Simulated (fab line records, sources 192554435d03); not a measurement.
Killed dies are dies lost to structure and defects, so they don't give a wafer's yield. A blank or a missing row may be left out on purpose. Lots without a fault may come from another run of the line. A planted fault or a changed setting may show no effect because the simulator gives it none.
fab line records | flow n5_finfet
record lots=5 wafers=15 last_day=16
route steps=1938 shown BEOL_M12@1639 BEOL_M13@1659
lots that met no fault: from a run of the same line without faults
start_h: hours from the record's first day to the start of the lot's first wafer shown | wait_h: hours since the lot's step before | " the same as in the row above | L1.1+2: a row that stands for several wafers | - no value, or no start given | * or withheld: withheld | < > ~ a bound
route shown NAME@n: a module of which the file shows steps, and the number in the route of the first | usual: mean/standard deviation of fault-free wafers | same: alike in all rows | chamber/n: place in a boat | sites: the reading at each site | _std_site: their standard deviation | _edge_site: outer sites' mean less inner sites' | radius_mm: how far each site lies from the wafer's centre | mask NAME#n: copy n | behind: the tool/chamber that last shaped the wafer | hold: why the lot was held/for how many hours/how that ended | device: the transistor (n, p or np) that didn't switch | end of line: the same wafers' tests at the end of the route | a step without rows: its recipe alone | killed: dies lost to structure and defects at the first sort, not the wafer's yield | map: a wafer's dies, x killed, . not, _ none there
set.NAME: the setting as run; set.NAME@STEP: as run at that earlier step | model.NAME: the simulator's own value behind a step, which no gauge read
lots at some steps of the route; a table a step, a row a wafer
services: from which hour (start_h, from the record's first day; less than 0 if before it) a tool's chamber was out of use, for how many hours, and why
## steps
# step N5_BEOL_M12_TRENCH_ETCH_34
# recipe chemistry=C4F8/O2/Ar target=SiOC target_depth_a=3189.5 mask_material=SOC pressure_mtorr=30 source_w=3000 bias_w=700 Ar_flow_sccm=400 C4F8_flow_sccm=15 O2_flow_sccm=8 he_inner_torr=15 he_outer_torr=30 time_s=125.5 ion_energy_ev=250
# usual drypump_motor_current_A=5.6/0.5 he_inner_torr=15.00/0.034 oes_product_au=0.83/0.07 rf_vpp_V=664.6/3 showerhead_plenum_p_Torr=3.38/0.11 throttle_valve_pct=24.09/0.27
# columns lot.wafer tool chamber start_h wait_h drypump_motor_current_A he_inner_torr oes_product_au rf_hours_counter_h rf_vpp_V showerhead_plenum_p_Torr throttle_valve_pct
L077.1 rie_diel-04 2 243.23 0.0 5.0 15.01 0.89 35 662.5 3.34 24.00
L077.3 " 0 " " 5.0 14.97 0.92 13 662.1 3.33 24.01
L077.6 " 3 " " 6.2 14.96 0.88 - 663.4 3.34 23.82
L076.1 rie_diel-03 2 243.89 0.0 5.9 14.98 0.69 248 662.5 3.35 24.16
L076.4 " 0 " " 6.1 15.01 0.87 47 662.1 3.34 24.48
L076.6 " 0 " " 6.1 15.01 0.86 - 663.0 3.34 24.46
L081.1 rie_diel-03 2 277.54 0.0 5.9 14.99 0.97 3 664.6 3.35 23.86
L081.2 " 1 " " 5.3 14.96 0.79 109 661.2 3.30 23.91
L081.4 " 0 " " 6.1 14.95 0.85 59 662.6 3.33 24.48
L092.1 rie_diel-02 1 336.30 0.0 6.4 14.94 0.86 58 663.1 3.32 23.60
L092.2 " 0 " " 5.1 15.00 0.91 12 672.8 3.64 24.38
L092.3 " 3 " " 5.3 14.99 0.84 84 669.7 3.59 24.11
L095.1 rie_diel-02 2 361.04 0.0 5.2 15.02 0.78 129 661.2 3.29 24.09
L095.4 " 3 " " 5.3 15.04 0.83 94 670.3 3.59 24.12
L095.5 " 1 " " 6.4 15.00 0.85 - 663.8 3.32 23.61
# step N5_BEOL_M12_STRIP_70
# recipe chemistry=C4F8/O2/Ar resist=SiARC rf_frequency_hz=6e+07
# columns lot.wafer tool chamber start_h wait_h
L077.1+3+6 rie_diel-04 2,0,3 243.35 0.1
L076.1+4+6 rie_diel-03 2,0,0 244.00 0.1
L081.1+2+4 rie_diel-03 2,1,0 277.66 0.1
L092.1+2+3 rie_diel-02 1,0,3 336.42 0.1
L095.1+4+5 rie_diel-02 2,3,1 361.15 0.1
# step N5_BEOL_M12_OCD_MEAS_35
# usual trench_depth_nm=320/5.5
# columns lot.wafer tool chamber start_h wait_h trench_depth_nm
L077.1 ocd-02 - 243.39 0.0 323
L077.3 " - " " 323
L077.6 " - " " 320
L076.1 ocd-02 - 244.04 0.0 316
L076.4 " - " " 324
L076.6 " - " " 320
L081.1 ocd-01 - 277.69 0.0 324
L081.2 " - " " 316
L081.4 " - " " 324
L092.1 ocd-01 - 336.46 0.0 325
L092.2 " - " " 320
L092.3 " - " " 324
L095.1 ocd-02 - 361.19 0.0 321
L095.4 " - " " 323
L095.5 " - " " 320
# step N5_BEOL_M12_STRIP_37
# recipe chemistry=N2/H2 power_w=1000 temp_c=250 h2_frac=0.65 overash_fraction=0.3 pressure_mtorr=withheld n2_flow_sccm=1750 h2_flow_sccm=3250
# usual drypump_motor_current_A=5.6/0.39 heater_power_w=376/22 oes_product_au=0.790/0.0098
# same overash_fraction=0.3
# columns lot.wafer tool chamber start_h wait_h drypump_motor_current_A heater_power_w oes_product_au rf_hours_counter_h
L077.1 plasma_asher-02 1 243.43 0.0 5.4 365 0.789 71
L077.3 " 1 " " 5.4 358 0.786 -
L077.6 " 1 " " 5.4 353 0.786 -
L076.1 plasma_asher-02 0 244.08 0.0 5.6 384 0.792 72
L076.4 " 1 " " 5.4 362 0.780 -
L076.6 " 1 " " 5.4 356 0.792 -
L081.1 plasma_asher-01 0 277.73 0.0 5.1 361 0.811 128
L081.2 " 1 " " 6.2 412 0.797 128
L081.4 " 0 " " 5.1 359 0.786 -
L092.1 plasma_asher-02 1 336.50 0.0 5.4 368 0.792 84
L092.2 " 0 " " 5.6 375 0.790 84
L092.3 " 0 " " 5.7 386 0.794 -
L095.1 plasma_asher-02 0 361.23 0.0 5.6 377 0.783 89
L095.4 " 0 " " 5.6 370 0.804 -
L095.5 " 1 " " 5.4 356 0.787 -
# step N5_BEOL_M12_ETCH_38
# recipe chemistry=CF4/N2 target=SiCN target_depth_a=687 taper_deg=2 time_s=73.4 ion_energy_ev=150 mask_material=SiO2 pressure_mtorr=40 source_w=430 bias_w=70 Ar_flow_sccm=100 cf4_flow_sccm=60 n2_flow_sccm=60
# usual drypump_motor_current_A=5.5/0.51 oes_product_au=0.83/0.072 rf_vpp_V=381.8/1.8 showerhead_plenum_p_Torr=2.18/0.069 throttle_valve_pct=15.34/0.23
# columns lot.wafer tool chamber start_h wait_h drypump_motor_current_A oes_product_au rf_hours_counter_h rf_vpp_V showerhead_plenum_p_Torr throttle_valve_pct
L077.1 rie_diel-02 0 243.56 - 5.1 0.68 242 379.1 2.09 15.98
L077.3 " 2 " " 5.1 0.81 83 381.4 2.14 15.30
L077.6 " 0 " " 5.1 0.68 - 378.0 2.09 15.99
L076.1 rie_diel-03 1 246.09 - 5.3 0.80 97 380.8 2.14 15.18
L076.4 " 3 " " 5.2 0.71 174 384.5 2.30 15.61
L076.6 " 0 " " 6.1 0.86 - 380.7 2.15 15.60
L081.1 rie_diel-03 1 278.72 - 5.3 0.78 109 380.1 2.13 15.23
L081.2 " 0 " " 6.1 0.85 60 380.0 2.15 15.60
L081.4 " 3 " " 5.1 0.71 187 384.8 2.29 15.64
L092.1 rie_diel-04 2 337.73 - 5.1 0.82 74 381.3 2.14 15.27
L092.2 " 1 " " 6.0 0.95 4 383.9 2.26 15.35
L092.3 " 3 " " 6.1 0.81 64 379.8 2.14 15.11
L095.1 rie_diel-03 1 361.62 - 5.3 0.76 140 379.1 2.12 15.29
L095.4 " 2 " " 5.9 0.88 33 381.5 2.15 15.14
L095.5 " 0 " " 6.1 0.82 - 381.3 2.14 15.69
# step N5_BEOL_M12_PRECLEAN_39
# recipe chemistry=residue_remover time_s=60 temp_c=40
# columns lot.wafer tool chamber start_h wait_h
L077.1+3+6 wet_bench-02 3,7,0 243.69 0.1
L076.1+4+6 wet_bench-02 7,1,2 246.21 0.1
L081.1+2+4 wet_bench-03 5,2,1 278.88 0.1
L092.1+2+3 wet_bench-03 2,3,4 337.86 0.1
L095.1+4+5 wet_bench-03 4,2,3 361.76 0.1
# step N5_BEOL_M12_SRD_40
# recipe time_s=30 temp_c=23 rinse_liquid=diw dry=n2_spin spin_rpm=1500 dry_time_s=30
# usual spin_rpm=1500.0/0.82
# columns lot.wafer tool chamber start_h wait_h spin_rpm
L077.1 wet_bench-02 3 243.71 0.0 1499.1
L077.3 " 7 " " 1499.7
L077.6 " 0 " " 1500.4
L076.1 wet_bench-02 7 246.23 0.0 1499.6
L076.4 " 1 " " 1501.5
L076.6 " 2 " " 1499.7
L081.1 wet_bench-03 5 278.90 0.0 1499.1
L081.2 " 2 " " 1499.8
L081.4 " 1 " " 1500.5
L092.1 wet_bench-03 2 337.88 0.0 1500.1
L092.2 " 3 " " 1500.0
L092.3 " 4 " " 1499.6
L095.1 wet_bench-03 4 361.78 0.0 1499.3
L095.4 " 2 " " 1500.4
L095.5 " 3 " " 1500.4
# step N5_BEOL_M12_DEGAS_41
# recipe ambient=vacuum temp_c=250 time_s=60
# usual heater_power_w=329/44
# columns lot.wafer tool chamber start_h wait_h heater_power_w
L077.1 pvd_sputter-02 - 243.98 0.3 348
L077.3 " - " " 366
L077.6 " - " " 288
L076.1 pvd_sputter-01 - 246.81 0.6 270
L076.4 " - " " 298
L076.6 " - " " 299
L081.1 pvd_sputter-01 - 279.39 0.5 301
L081.2 " - " " 300
L081.4 " - " " 317
L092.1 pvd_sputter-03 - 338.09 0.2 360
L092.2 " - " " 422
L092.3 " - " " 285
L095.1 pvd_sputter-02 - 362.29 0.5 353
L095.4 " - " " 370
L095.5 " - " " 376
# step N5_BEOL_M12_PRE_CLEAN_42
# recipe gas=H2/He time_s=30 temp_c=250
# usual heater_power_w=327/43
# columns lot.wafer tool chamber start_h wait_h heater_power_w
L077.1 pvd_sputter-02 - 244.02 0.0 355
L077.3 " - " " 363
L077.6 " - " " 273
L076.1 pvd_sputter-01 - 246.85 0.0 266
L076.4 " - " " 296
L076.6 " - " " 285
L081.1 pvd_sputter-01 - 279.43 0.0 296
L081.2 " - " " 306
L081.4 " - " " 314
L092.1 pvd_sputter-03 - 338.13 0.0 353
L092.2 " - " " 420
L092.3 " - " " 288
L095.1 pvd_sputter-02 - 362.33 0.0 345
L095.4 " - " " 377
L095.5 " - " " 362
# step N5_BEOL_M12_SPUTTER_43
# recipe material=TaN target_thk_a=150 temp_c=50 bias_v=168.6 power_w=15000 chamber_pressure_pa=0.12 time_s=24.19
# usual throttle_valve_pct=30.3/0.99
# columns lot.wafer tool chamber start_h wait_h throttle_valve_pct
L077.1 pvd_sputter-02 - 244.06 0.0 29.7
L077.3 " - " " 30.1
L077.6 " - " " 32.0
L076.1 pvd_sputter-01 - 246.89 0.0 28.6
L076.4 " - " " 31.2
L076.6 " - " " 31.0
L081.1 pvd_sputter-01 - 279.47 0.0 31.0
L081.2 " - " " 31.6
L081.4 " - " " 29.9
L092.1 pvd_sputter-03 - 338.17 0.0 30.4
L092.2 " - " " 31.1
L092.3 " - " " 29.4
L095.1 pvd_sputter-02 - 362.37 0.0 29.9
L095.4 " - " " 29.7
L095.5 " - " " 30.1
# step N5_BEOL_M12_SPUTTER_44
# recipe material=Ta target_thk_a=100 temp_c=50 bias_v=80 power_w=15000 chamber_pressure_pa=0.07 time_s=16.13
# usual throttle_valve_pct=30.3/1
# columns lot.wafer tool chamber start_h wait_h throttle_valve_pct
L077.1 pvd_sputter-02 - 244.14 0.0 29.8
L077.3 " - " " 30.2
L077.6 " - " " 32.1
L076.1 pvd_sputter-01 - 246.97 0.0 28.5
L076.4 " - " " 31.1
L076.6 " - " " 31.3
L081.1 pvd_sputter-01 - 279.55 0.0 31.0
L081.2 " - " " 31.9
L081.4 " - " " 30.1
L092.1 pvd_sputter-03 - 338.25 0.0 30.9
L092.2 " - " " 30.8
L092.3 " - " " 29.4
L095.1 pvd_sputter-02 - 362.45 0.0 29.9
L095.4 " - " " 30.0
L095.5 " - " " 30.0
# step N5_BEOL_M12_SPUTTER_45
# recipe material=Cu target_thk_a=800 temp_c=-20 bias_v=60 power_w=26000 chamber_pressure_pa=0.13 time_s=13.33
# usual throttle_valve_pct=30.3/1
# columns lot.wafer tool chamber start_h wait_h throttle_valve_pct
L077.1 pvd_sputter-02 - 244.22 0.0 30.1
L077.3 " - " " 30.0
L077.6 " - " " 31.9
L076.1 pvd_sputter-01 - 247.05 0.0 28.7
L076.4 " - " " 30.9
L076.6 " - " " 31.0
L081.1 pvd_sputter-01 - 279.63 0.0 30.9
L081.2 " - " " 31.8
L081.4 " - " " 29.8
L092.1 pvd_sputter-03 - 338.33 0.0 30.9
L092.2 " - " " 30.9
L092.3 " - " " 29.7
L095.1 pvd_sputter-02 - 362.53 0.0 30.0
L095.4 " - " " 30.0
L095.5 " - " " 30.0
# step N5_BEOL_M12_ECD_47
# recipe material=Cu target_thk_a=7200
# columns lot.wafer tool chamber start_h wait_h
L077.1+3+6 ecd_cu-01 0,1,0 244.34 0.1
L076.1+4+6 ecd_cu-01 0,1,0 247.17 0.1
L081.1+2+4 ecd_cu-01 1,0,1 279.75 0.1
L092.1+2+3 ecd_cu-02 1,0,1 338.45 0.1
L095.1+4+5 ecd_cu-01 0 362.65 0.1
# step N5_BEOL_M12_ANNEAL_48
# recipe temp_c=225 time_s=90 ambient=N2
# usual anneal_temp_c=224.98/0.17 wafer_temp_C_max=225.71/0.22
# columns lot.wafer tool chamber start_h wait_h anneal_temp_c wafer_temp_C_max
L077.1 rtp_anneal-02 0 244.48 0.1 224.76 225.20
L077.3 " 0 " " 225.11 225.87
L077.6 " 0 " " 224.90 225.76
L076.1 rtp_anneal-01 0 247.79 0.6 225.10 225.71
L076.4 " 0 " " 225.06 225.46
L076.6 " 0 " " 225.32 225.33
L081.1 rtp_anneal-02 0 280.05 0.3 224.98 225.86
L081.2 " 0 " " 225.24 225.82
L081.4 " 0 " " 225.06 225.72
L092.1 rtp_anneal-01 0 338.61 0.1 224.81 225.28
L092.2 " 0 " " 224.73 225.41
L092.3 " 0 " " 224.60 225.91
L095.1 rtp_anneal-02 0 362.79 0.1 225.04 225.50
L095.4 " 0 " " 225.30 225.87
L095.5 " 0 " " 225.01 225.63
# step N5_BEOL_M12_CMP_49
# recipe stop_on=SiOC t_overpolish_s=20.6 down_force_psi=1 platen_rpm=50 clearing_platen_down_force_psi=1.5 clearing_platen_rpm=50 post_cmp_clean=cu_alkaline target_thk_nm=320 clearing_platen_pad_velocity_m_s=0.99484 pad_velocity_m_s=0.99484
# usual barrier_field_endpoint_s=30.1/0.77 head_pressure_psi=0.9999/0.0023 motor_current_A=5.9/0.76 overpolish_run_s=20.600/0.0088 retaining_ring_pressure_frac=1.000/0.0051
# same t_overpolish_s=20.6
# columns lot.wafer tool chamber start_h wait_h barrier_field_endpoint_s head_pressure_psi motor_current_A overpolish_run_s retaining_ring_pressure_frac
L077.3 cmp-01 0 244.81 0.2 30.1 0.9980 6.2 20.616 1.011
L077.1 " 1 " " 30.2 0.9996 5.5 20.597 0.991
L077.6 " 3 " " 30.5 0.9967 6.7 20.592 0.998
L076.4 cmp-03 3 248.17 0.2 31.9 1.0008 5.1 20.602 1.000
L076.1 " 0 " " 30.4 0.9987 5.2 20.589 0.987
L076.6 " 1 " " 30.8 0.9975 6.9 20.597 0.993
L081.1 cmp-02 3 280.36 0.3 30.1 1.0016 6.9 20.595 0.999
L081.2 " 0 " " 30.7 1.0023 6.0 20.598 1.003
L081.4 " 1 " " 30.8 1.0022 5.3 20.595 1.007
L092.2 cmp-03 1 338.94 0.2 28.6 1.0023 7.1 20.601 0.994
L092.3 " 2 " " 29.5 1.0005 6.2 20.599 0.991
L092.1 " 3 " " 30.9 1.0023 5.2 20.597 0.997
L095.1 cmp-02 2 363.16 0.3 30.1 0.9941 5.2 20.588 1.001
L095.4 " 3 " " 30.2 1.0010 6.6 20.611 0.994
L095.5 " 0 " " 30.0 0.9978 6.3 20.600 0.992
# step N5_BEOL_M12_THK_MEAS_50
# recipe thk_meas_gauge=xrf reads=Cu_of_BEOL_M12_ECD_47
# usual M12_THK=313/5.6
# columns lot.wafer tool chamber start_h wait_h M12_THK[nm]
L077.1 film_metro-01 - 245.07 - 316
L077.3 " - " " 317
L077.6 " - " " 314
L076.1 film_metro-02 - 248.39 - 309
L076.4 " - " " 319
L076.6 " - " " 309
L081.1 film_metro-01 - 280.66 - 316
L081.2 " - " " 310
L081.4 " - " " 320
L092.1 film_metro-01 - 339.20 - 316
L092.2 " - " " 309
L092.3 " - " " 314
L095.1 film_metro-02 - 363.38 - 317
L095.4 " - " " 316
L095.5 " - " " 312
# step N5_BEOL_M12_PRE_CLEAN_52
# recipe gas=NH3 time_s=15 temp_c=withheld rf_power_w=300
# columns lot.wafer tool chamber start_h wait_h
L077.1+3+6 pecvd-03 2,0,2 245.11 0.0
L076.1+4+6 pecvd-01 0,1,1 248.42 0.0
L081.1+2+4 pecvd-03 0,1,0 280.69 0.0
L092.1+2+3 pecvd-04 1,2,0 339.24 0.0
L095.1+4+5 pecvd-04 2,0,2 363.42 0.0
# step N5_BEOL_M12_DEP_53
# recipe material=SiCN target_thk_a=300 temp_c=withheld precursor=3MS/NH3 pressure_torr=3 rf_w=675 time_s=10.5
# usual showerhead_plenum_p_Torr=4.162/0.022 throttle_valve_pct=17.9/0.89
# columns lot.wafer tool chamber start_h wait_h showerhead_plenum_p_Torr throttle_valve_pct
L077.1 pecvd-03 2 245.13 0.0 4.147 16.9
L077.3 " 0 " " 4.159 18.1
L077.6 " 2 " " 4.153 17.0
L076.1 pecvd-01 0 248.46 0.0 4.188 17.8
L076.4 " 1 " " 4.176 20.0
L076.6 " 1 " " 4.185 19.9
L081.1 pecvd-03 0 280.72 0.0 4.158 18.3
L081.2 " 1 " " 4.193 17.9
L081.4 " 0 " " 4.163 17.9
L092.1 pecvd-04 1 339.26 0.0 4.132 17.5
L092.2 " 2 " " 4.130 19.5
L092.3 " 0 " " 4.152 17.7
L095.1 pecvd-04 2 363.46 0.0 4.140 19.5
L095.4 " 0 " " 4.149 17.3
L095.5 " 2 " " 4.133 19.5
# step N5_BEOL_M12_RS_MEAS_54
# recipe thk_meas_gauge=four-point-probe reads=Cu_of_BEOL_M12_ECD_47+Ta_of_BEOL_M12_SPUTTER_44+TaN_of_BEOL_M12_SPUTTER_43
# usual M12_RS=0.0600/0.0012
# columns lot.wafer tool chamber start_h wait_h M12_RS[ohm/sq]
L077.1 film_metro-01 - 245.20 0.0 0.0596
L077.3 " - " " 0.0592
L077.6 " - " " 0.0603
L076.1 film_metro-01 - 248.54 0.1 0.0606
L076.4 " - " " 0.0589
L076.6 " - " " 0.0606
L081.1 film_metro-01 - 280.78 0.0 0.0593
L081.2 " - " " 0.0607
L081.4 " - " " 0.0587
L092.1 film_metro-01 - 339.33 0.0 0.0588
L092.2 " - " " 0.0602
L092.3 " - " " 0.0592
L095.1 film_metro-02 - 363.54 0.1 0.0596
L095.4 " - " " 0.0595
L095.5 " - " " 0.0601
# step N5_BEOL_M12_INSPECT_55
# recipe inspect_instrument=darkfield mode=post_dep
# usual raw_defect_count=77/24
# columns lot.wafer tool chamber start_h wait_h raw_defect_count
L077.1 defect_inspect-02 - 245.22 0.0 41
L077.3 " - " " 34
L077.6 " - " " 40
L076.1 defect_inspect-01 - 248.57 0.0 67
L076.4 " - " " 61
L076.6 " - " " 65
L081.1 defect_inspect-02 - 280.81 0.0 65
L081.2 " - " " 59
L081.4 " - " " 61
L092.1 defect_inspect-01 - 339.35 0.0 48
L092.2 " - " " 35
L092.3 " - " " 67
L095.1 defect_inspect-01 - 363.56 0.0 54
L095.4 " - " " 78
L095.5 " - " " 91
# step N5_BEOL_M13_ILD_DEP_00
# recipe material=SiOC target_thk_a=8379.2 temp_c=350 precursor=DEMS/O2 pressure_torr=5 rf_w=500 time_s=166.4
# usual heater_power_w=451/57 showerhead_plenum_p_Torr=5.694/0.015 throttle_valve_pct=12.1/0.76
# columns lot.wafer tool chamber start_h wait_h heater_power_w showerhead_plenum_p_Torr throttle_valve_pct
L077.1 pecvd-01 1 245.26 0.0 471 5.704 13.1
L077.3 " 0 " " 554 5.722 11.8
L077.6 " 0 " " 452 5.730 11.8
L076.1 pecvd-04 0 248.60 0.0 564 5.690 11.7
L076.4 " 1 " " 475 5.670 11.4
L076.6 " 2 " " 332 5.663 12.5
L081.1 pecvd-01 2 280.84 0.0 490 5.693 11.6
L081.2 " 1 " " 469 5.711 13.1
L081.4 " 0 " " 454 5.729 11.5
L092.1 pecvd-04 1 339.39 0.0 489 5.675 11.7
L092.2 " 2 " " 346 5.658 12.9
L092.3 " 0 " " 525 5.684 11.6
L095.1 pecvd-02 2 363.60 0.0 388 5.688 12.1
L095.4 " 0 " " 459 5.703 13.1
L095.5 " 1 " " 390 5.700 12.0
# step N5_BEOL_M13_THK_MEAS_01
# recipe reads=SiOC_of_BEOL_M13_ILD_DEP_00
# usual M13_ILD_THK=837/9.9
# columns lot.wafer tool chamber start_h wait_h M13_ILD_THK[nm]
L077.1 film_metro-01 - 245.47 0.2 826
L077.3 " - " " 848
L077.6 " - " " 846
L076.1 film_metro-01 - 248.75 0.1 830
L076.4 " - " " 849
L076.6 " - " " 843
L081.1 film_metro-01 - 280.99 0.1 830
L081.2 " - " " 829
L081.4 " - " " 842
L092.1 film_metro-01 - 339.54 0.1 838
L092.2 " - " " 826
L092.3 " - " " 824
L095.1 film_metro-02 - 363.75 0.1 840
L095.4 " - " " 854
L095.5 " - " " 849
# step N5_BEOL_M13_COAT_58
# recipe resist=BARC temp_c=205 time_s=60 spin_rpm=1500 resist_thk_nm=89
# usual heater_power_total_W=391.6/1.3
# columns lot.wafer tool chamber start_h wait_h heater_power_total_W
L077.1 litho_track-02 0 245.50 0.0 392.7
L077.3 " 0 " " 390.2
L077.6 " 0 " " 390.9
L076.1 litho_track-02 0 248.79 0.0 391.3
L076.4 " 0 " " 393.0
L076.6 " 0 " " 391.4
L081.1 litho_track-02 0 281.03 0.0 390.0
L081.2 " 0 " " 389.6
L081.4 " 0 " " 393.6
L092.1 litho_track-01 0 339.57 0.0 390.0
L092.2 " 0 " " 390.7
L092.3 " 0 " " 392.1
L095.1 litho_track-01 0 363.78 0.0 390.4
L095.4 " 0 " " 390.2
L095.5 " 0 " " 392.5
# step N5_BEOL_M13_COAT_04
# recipe spin_rpm=1625 resist_thk_nm=400
# columns lot.wafer tool chamber start_h wait_h
L077.1+3+6 litho_track-02 0 - -
L076.1+4+6 litho_track-02 0 - -
L081.1+2+4 litho_track-02 0 - -
L092.1+2+3 litho_track-01 0 - -
L095.1+4+5 litho_track-01 0 - -
# step N5_BEOL_M13_EBR_06
# recipe solvent=PGMEA ebr_width_mm=1.5
# columns lot.wafer tool chamber start_h wait_h
L077.1+3+6 litho_track-02 0 - -
L076.1+4+6 litho_track-02 0 - -
L081.1+2+4 litho_track-02 0 - -
L092.1+2+3 litho_track-01 0 - -
L095.1+4+5 litho_track-01 0 - -
# step N5_BEOL_M13_SOFTBAKE_05
# recipe temp_c=130 time_s=60
# usual heater_power_total_W=218.7/1.6
# columns lot.wafer tool chamber start_h wait_h heater_power_total_W
L077.1 litho_track-02 0 - - 218.6
L077.3 " 0 " " 219.1
L077.6 " 0 " " 220.8
L076.1 litho_track-02 0 - - 220.3
L076.4 " 0 " " 217.1
L076.6 " 0 " " 218.4
L081.1 litho_track-02 0 - - 217.0
L081.2 " 0 " " 217.5
L081.4 " 0 " " 217.5
L092.1 litho_track-01 0 - - 218.4
L092.2 " 0 " " 220.7
L092.3 " 0 " " 217.1
L095.1 litho_track-01 0 - - 217.7
L095.4 " 0 " " 220.5
L095.5 " 0 " " 216.8
# step N5_BEOL_M13_EXPOSE_07
# recipe mask_id=V12 na=0.93 source_shape=conventional sigma_outer=0.6 polarization=unpolarized attpsm_phase_deg=180 dose_mj=24.8
# usual focus_offset_nm=0.0/0.63
# columns lot.wafer tool chamber start_h wait_h mask focus_offset_nm
L077.1 krf_scanner-01 0 245.60 - V12#0 -0.6
L077.3 " 0 " " V12#0 -0.7
L077.6 " 0 " " V12#0 -1.0
L076.1 krf_scanner-01 0 248.92 - V12#0 -1.5
L076.4 " 0 " " V12#0 -1.0
L076.6 " 0 " " V12#0 -0.9
L081.1 krf_scanner-01 0 281.25 - V12#0 0.3
L081.2 " 0 " " V12#0 0.3
L081.4 " 0 " " V12#0 0.2
L092.1 krf_scanner-01 0 339.67 - V12#0 -0.3
L092.2 " 0 " " V12#0 0.5
L092.3 " 0 " " V12#0 -0.7
L095.1 krf_scanner-02 0 363.88 - V12#0 -0.1
L095.4 " 0 " " V12#0 0.8
L095.5 " 0 " " V12#0 0.7
# step N5_BEOL_M13_PEB_08
# recipe peb_temp_c=130 peb_time_s=90
# usual heater_power_total_W=172.4/0.73
# columns lot.wafer tool chamber start_h wait_h heater_power_total_W
L077.1 litho_track-01 0 245.66 0.1 172.6
L077.3 " 0 " " 172.3
L077.6 " 0 " " 171.2
L076.1 litho_track-03 0 248.97 0.1 173.2
L076.4 " 0 " " 170.9
L076.6 " 0 " " 171.4
L081.1 litho_track-01 0 281.31 0.1 173.2
L081.2 " 0 " " 171.7
L081.4 " 0 " " 171.6
L092.1 litho_track-01 0 339.73 0.1 173.5
L092.2 " 0 " " 171.0
L092.3 " 0 " " 172.1
L095.1 litho_track-01 0 363.94 0.1 173.2
L095.4 " 0 " " 173.3
L095.5 " 0 " " 172.0
# step N5_BEOL_M13_DEVELOP_09
# recipe develop_time_s=45 rinse_liquid=diw dry=air_spin dev_temp_c=21
# columns lot.wafer tool chamber start_h wait_h
L077.1+3+6 litho_track-01 0 - -
L076.1+4+6 litho_track-03 0 - -
L081.1+2+4 litho_track-01 0 - -
L092.1+2+3 litho_track-01 0 - -
L095.1+4+5 litho_track-01 0 - -
# step N5_BEOL_M13_HARDBAKE_14
# recipe temp_c=130 time_s=120
# usual heater_power_total_W=148.2/0.88
# columns lot.wafer tool chamber start_h wait_h heater_power_total_W
L077.1 litho_track-01 0 - - 149.4
L077.3 " 0 " " 146.7
L077.6 " 0 " " 148.6
L076.1 litho_track-03 0 - - 146.2
L076.4 " 0 " " 148.9
L076.6 " 0 " " 148.8
L081.1 litho_track-01 0 - - 149.2
L081.2 " 0 " " 147.9
L081.4 " 0 " " 148.9
L092.1 litho_track-01 0 - - 148.5
L092.2 " 0 " " 149.1
L092.3 " 0 " " 148.9
L095.1 litho_track-01 0 - - 148.8
L095.4 " 0 " " 148.4
L095.5 " 0 " " 147.3
# step N5_BEOL_M13_CD_MEAS_10
# recipe target_cd_nm=190 landing_energy_ev=500 detector=se_inlens polarity=opening
# usual cd_nm=189.1/1.5
# columns lot.wafer tool chamber start_h wait_h cd_nm
L077.1 cd_sem-03 0 245.77 - 188.3
L077.3 " 0 " " 190.2
L077.6 " 0 " " 189.8
L076.1 cd_sem-03 0 249.09 - 189.3
L076.4 " 0 " " 188.0
L076.6 " 0 " " 188.0
L081.1 cd_sem-02 0 281.42 - 190.7
L081.2 " 0 " " 188.5
L081.4 " 0 " " 188.5
L092.1 cd_sem-03 0 339.84 - 188.1
L092.2 " 0 " " 188.2
L092.3 " 0 " " 188.2
L095.1 cd_sem-03 0 364.05 - 188.5
L095.4 " 0 " " 187.7
L095.5 " 0 " " 190.8
# step N5_BEOL_M13_OVL_MEAS_11
# recipe points_per_wafer=44
# usual V12_OVL=-2/6.4
# columns lot.wafer tool chamber start_h wait_h V12_OVL[nm]
L077.1 overlay-01 0 245.80 0.0 -5
L077.3 " 0 " " -11
L077.6 " 0 " " -15
L076.1 overlay-01 0 249.12 0.0 -4
L076.4 " 0 " " -5
L076.6 " 0 " " 0
L081.1 overlay-02 0 281.45 0.0 -3
L081.2 " 0 " " -8
L081.4 " 0 " " -8
L092.1 overlay-02 0 339.87 0.0 -13
L092.2 " 0 " " -15
L092.3 " 0 " " -20
L095.1 overlay-02 0 364.08 0.0 4
L095.4 " 0 " " 4
L095.5 " 0 " " 2
# step N5_BEOL_M13_INSPECT_12
# recipe mode=adi inspect_instrument=macro
# usual raw_defect_count=2.3/1.6
# columns lot.wafer tool chamber start_h wait_h raw_defect_count
L077.1 defect_inspect-02 - 245.83 0.0 3
L077.3 " - " " 1
L077.6 " - " " 4
L076.1 defect_inspect-01 - 249.14 0.0 1
L076.4 " - " " 3
L076.6 " - " " 3
L081.1 defect_inspect-02 - 281.48 0.0 2
L081.2 " - " " 3
L081.4 " - " " 1
L092.1 defect_inspect-01 - 339.90 0.0 5
L092.2 " - " " 3
L092.3 " - " " 1
L095.1 defect_inspect-02 - 364.11 0.0 1
L095.4 " - " " 2
L095.5 " - " " 2
## services
# columns tool chamber start_h hours kind
rie_diel-03 0 222.41 3.9 repair
cmp-02 - 223.08 0.3 repair
krf_scanner-01 - 235.98 1.0 pm
rie_diel-04 0 244.97 22.3 repair
plasma_asher-02 - 245.59 28.1 pm
krf_scanner-01 - 246.10 1.3 pm
pecvd-04 - 252.22 14.6 pm
pvd_sputter-01 - 260.51 3.0 repair
rie_diel-02 3 277.74 6.1 repair
krf_scanner-01 - 277.89 2.3 repair
plasma_asher-02 - 280.02 0.7 repair
krf_scanner-01 - 287.82 0.5 repair
rie_diel-02 - 307.01 4.3 pm
cmp-03 - 310.81 1.6 repair
cmp-02 - 311.44 6.1 pm
cmp-03 - 316.38 4.0 pm
rie_diel-02 0 321.23 8.0 repair
krf_scanner-01 - 325.95 0.8 pm
pecvd-01 - 329.86 1.7 repair
krf_scanner-01 - 334.23 3.6 pm
plasma_asher-02 - 338.23 5.5 repair
pecvd-04 1 341.19 4.1 repair
rie_diel-03 3 348.19 4.0 repair
krf_scanner-01 - 356.37 3.5 repair
## key
fault none
